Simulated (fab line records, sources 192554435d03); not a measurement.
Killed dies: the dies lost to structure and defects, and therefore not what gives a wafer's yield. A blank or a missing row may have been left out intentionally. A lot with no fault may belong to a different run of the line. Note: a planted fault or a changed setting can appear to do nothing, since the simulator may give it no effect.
Struck lot and sound lot, side by side || flow n5 finfet || 15 out of 1938 route steps
Sound: these wafers, L896.2, L896.4, L896.5. Struck: wafer L909.2. (L909.6 of the same lot was not struck and is left out.) The cause comes at the end.
For every step that has rows: the tool of each side, followed by ch and its chambers, followed by its first start. Under that, the readings that differ: sound wafers || struck wafers || difference of the means || sigmas: that difference in standard deviations of wafers without a fault.
alike: words and numbers the same on both sides, and readings whose means are apart by under 2 such deviations; not compared: readings that were withheld, readings missing a value for some wafer, numbers with overlapping values and no deviation given by the record, and bounds like >300 which may hide the same value.
The two part at a step that has a row with sigmas, a row that says differs or no value, or rows on one side only. Numbers that have no deviation but don't overlap get no sigmas and don't part them. A reading that every wafer of one side lacks parts them only if that side has two wafers or more.

N5_BEOL_M11_STRIP_77: strips in N2/H2, time 10 s.
  sound: rie diel-04 ch 0,2; struck: rie diel-02 ch 3
{"reading": "rf vpp V (V)", "sound": "59.1 59.6 60.0", "struck": 58.0, "difference": -1.6, "sigmas": -2}
  alike: drypump motor current A, oes product au, showerhead plenum p Torr, throttle valve pct
  not compared: rf hours counter h
N5_BEOL_M11_OCD_MEAS_38:
  sound on ocd-02, day 11 20:11; struck on ocd-01, day 15 18:54
  alike: trench depth nm
then, 4 steps without rows for these wafers: N5_BEOL_M11_HM_STRIP_39 (strips TiN in peroxide tin strip, target depth 25 nm, time 158 s); N5_BEOL_M11_SRD_40 (time 30 s); N5_BEOL_M11_PRECLEAN_42 (cleans in residue remover, time 60 s); N5_BEOL_M11_SRD_43 (time 30 s).
N5_BEOL_M11_CD_MEAS_35 targets a cd of 70 nm.
  sound on cd sem-02, day 11 20:20; struck on cd sem-01, day 15 19:04
  alike: cd nm
N5_BEOL_M11_CURE_72: cures SiCOH lowk, time 120 s.
  sound on uv cure-02 ch 2, day 11 20:26; struck on uv cure-01 ch 2, day 15 19:14
  alike: lamp power pct, wafer_temp_C_max
then, 1 step without rows for these wafers: N5_BEOL_M11_DEGAS_44 (time 60 s).
N5_BEOL_M11_PRE_CLEAN_45: time 30 s.
  sound on pvd sputter-03, day 11 21:04; struck on pvd sputter-02, day 15 20:22
  alike: heater power w
N5_BEOL_M11_ALD_74: deposits TaN, target thk 2 nm, pulse time 2 s, purge time 3 s.
  sound on ald metal-03 ch 0,1,3, day 11 21:08; struck on ald metal-02 ch 2, day 15 20:26
  alike: heater power w, precursor vessel carrier sccm
  not compared: since wet clean h
following that, these wafers have no rows for 1 step: N5_BEOL_M11_SURFACE_TREAT_76.
N5_BEOL_M11_CVD_75: deposits Co from CCTBA/H2, target thk 2 nm, time 138.9 s.
  sound on cvd co-01 ch 0,1, day 11 21:31; struck on cvd co-01 ch 1, day 15 21:26
{"reading": "run length s (s)", "sound": "160.7 160.9 162.1", "struck": 158.9, "difference": -2.3, "sigmas": -4}
  not compared: since wet clean h
N5_BEOL_M11_SPUTTER_48: material Cu, target thk 12 nm, time 2 s.
  sound on pvd sputter-03, day 11 21:39; struck on pvd sputter-03, day 15 21:33
  alike: chuck gas flow sccm, chuck sensor temp C, substrate temp c, throttle valve pct
following that, these wafers have no rows for 1 step: N5_PASSIVATION_PROBE_49.

== WHERE THEY PART ==
First at N5_BEOL_M11_STRIP_77; last, within this record, at N5_BEOL_M11_CVD_75. Later steps at which nothing parts them and some readings are alike: N5_BEOL_M11_SPUTTER_48.

WHY: what the simulator had put in
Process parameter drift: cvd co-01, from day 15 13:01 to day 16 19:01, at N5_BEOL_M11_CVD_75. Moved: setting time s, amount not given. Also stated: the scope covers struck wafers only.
